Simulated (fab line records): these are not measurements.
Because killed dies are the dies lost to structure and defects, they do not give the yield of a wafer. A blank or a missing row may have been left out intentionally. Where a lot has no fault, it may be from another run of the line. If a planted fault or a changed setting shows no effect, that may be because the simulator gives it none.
Split-lot study	flow n5_finfet	39 wafers read across 7 lots, on a route 1938 steps long

## ABOUT THE SPLIT
At N5_BEOL_M13_DESCUM_33 (chemistry O2, time 7.9 s), the setting time_s was moved away from the recipe's 7.9 s on 15 of the 39 wafers read, by -37.7% to +55.6%. This setting was run at the recipe's value on the other wafers.

No step appears in the file between the split and the reading.

## THE READING
coat_of_BEOL_M13_COAT_22.thk_nm (the simulator's own value, which no gauge read), in nm, at N5_BEOL_M13_ETCH_67 (etches SiARC in CF4, target depth 143 nm, time 238.3 s). The file gives no usual value for it. Across the 24 wafers here that went through the recipe, the average is 211.2 nm and the standard deviation 0.57 nm.

wafer	tool, chamber at the split	time_s as run, s	against the recipe	coat_of_BEOL_M13_COAT_22.thk_nm, nm	against lot-mates on the recipe
L079.1	rie_diel-02, 1,2,2	7.9	recipe	210.4	-
L079.3	rie_diel-02, 1,2,2	7.9	recipe	211.2	-
L079.6	rie_diel-02, 1,2,2	7.9	recipe	211.2	-
L081.1	rie_diel-02, 0,1,1	7.9	recipe	210.4	-
L081.2	rie_diel-02, 2,3,0	10.45	+32.3%	209.6	-0.8
L081.3	rie_diel-02, 0,1,1	7.9	recipe	210.2	-
L081.4	rie_diel-02, 2,3,0	10.45	+32.3%	209	-1.4
L081.5	rie_diel-02, 0,1,1	7.9	recipe	210.6	-
L081.6	rie_diel-02, 2,3,0	10.45	+32.3%	208.8	-1.6
L084.1	rie_diel-02, 2,0,3	7.9	recipe	211.2	-
L084.2	rie_diel-02, 2,0,3	7.9	recipe	211.6	-
L084.3	rie_diel-02, 3,1,2	12.29	+55.6%	209.4	-1.8
L084.4	rie_diel-02, 3,1,2	12.29	+55.6%	209	-2.2
L084.5	rie_diel-02, 3,1,2	12.29	+55.6%	209.2	-2.0
L084.6	rie_diel-02, 2,0,3	7.9	recipe	210.8	-
L085.1	rie_diel-01, 2,3,3	7.9	recipe	211.4	-
L085.2	rie_diel-01, 1,0,2	4.921	-37.7%	213	+1.6
L085.3	rie_diel-01, 2,3,3	7.9	recipe	210.8	-
L085.4	rie_diel-01, 1,0,2	4.921	-37.7%	212.4	+1.0
L085.5	rie_diel-01, 1,0,2	4.921	-37.7%	212.6	+1.2
L085.6	rie_diel-01, 2,3,3	7.9	recipe	212	-
L091.1	rie_diel-03, 0,1,0	7.9	recipe	212	-
L091.2	rie_diel-03, 2,1,2	9.738	+23.3%	211.8	-0.3
L091.3	rie_diel-03, 2,1,2	9.738	+23.3%	211.8	-0.3
L091.4	rie_diel-03, 0,1,0	7.9	recipe	212.2	-
L091.6	rie_diel-03, 0,1,0	7.9	recipe	212.2	-
L091.5	rie_diel-03, 2,1,2	9.738	+23.3%	210.8	-1.3
L088.1	rie_diel-03, 2,1,0	7.9	recipe	211.2	-
L088.2	rie_diel-03, 2,1,0	7.9	recipe	210.8	-
L088.3	rie_diel-03, 0,1,2	10.19	+29.0%	210	-1.1
L088.4	rie_diel-03, 0,1,2	10.19	+29.0%	210	-1.1
L088.5	rie_diel-03, 2,1,0	7.9	recipe	211.4	-
L088.6	rie_diel-03, 0,1,2	10.19	+29.0%	209.6	-1.5
L095.1	rie_diel-03, 3,0,1,2,3,2	7.9	recipe	211.8	-
L095.5	rie_diel-03, 3,0,1,2,3,2	7.9	recipe	211.8	-
L095.2	rie_diel-03, 3,0,1,2,3,2	7.9	recipe	211	-
L095.4	rie_diel-03, 3,0,1,2,3,2	7.9	recipe	211	-
L095.3	rie_diel-03, 3,0,1,2,3,2	7.9	recipe	210.6	-
L095.6	rie_diel-03, 3,0,1,2,3,2	7.9	recipe	211.2	-
The file does not say which wafer passed through which chamber wherever a row lists several chambers: such a row stands for several wafers.

FIT RESULTS
A straight line over all 39 wafers: coat_of_BEOL_M13_COAT_22.thk_nm changes by -0.0387 nm for each +1% of time_s; r = -0.80; the points scatter about the line by 0.65 nm.
The same after taking each lot's own level away (the mean of its wafers on the recipe; 39 wafers): -0.0361 nm for each +1%; r = -0.92; scatter 0.35 nm.
Per that fit: largest time_s move, reading shift of 2 nm.
From 210.40 to 212.13 nm: that is the span of the lots' own levels, equal to 3.0 times the standard deviation above.
The two slopes agree, so the slope changes little with the lot-to-lot level.
Check: for one of the wafers moved furthest among these (+55.6%), held out of the fit, the line's prediction against its lot-mates is -2.06 nm. Against them it came out at -1.8 nm.

## OTHER SPLITS APPLIED TO THESE WAFERS
Other splits were also applied to these wafers ahead of the reading. Each is held against what the fit with the lots' levels taken away leaves over:
other split on the same wafers	wafers away from the commonest value	r with coat_of_BEOL_M13_COAT_22.thk_nm (lot level and that fit taken away)
N5_BEOL_M8_ILD_DEP_00 target_thk_a	15	+0.39
N5_BEOL_M11_ILD_DEP_00 target_thk_a	12	+0.16

## FILE'S OWN FIT
coat_of_BEOL_M13_COAT_22.thk_nm changes by -0.0363 nm for each +1% of time_s, r = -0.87.
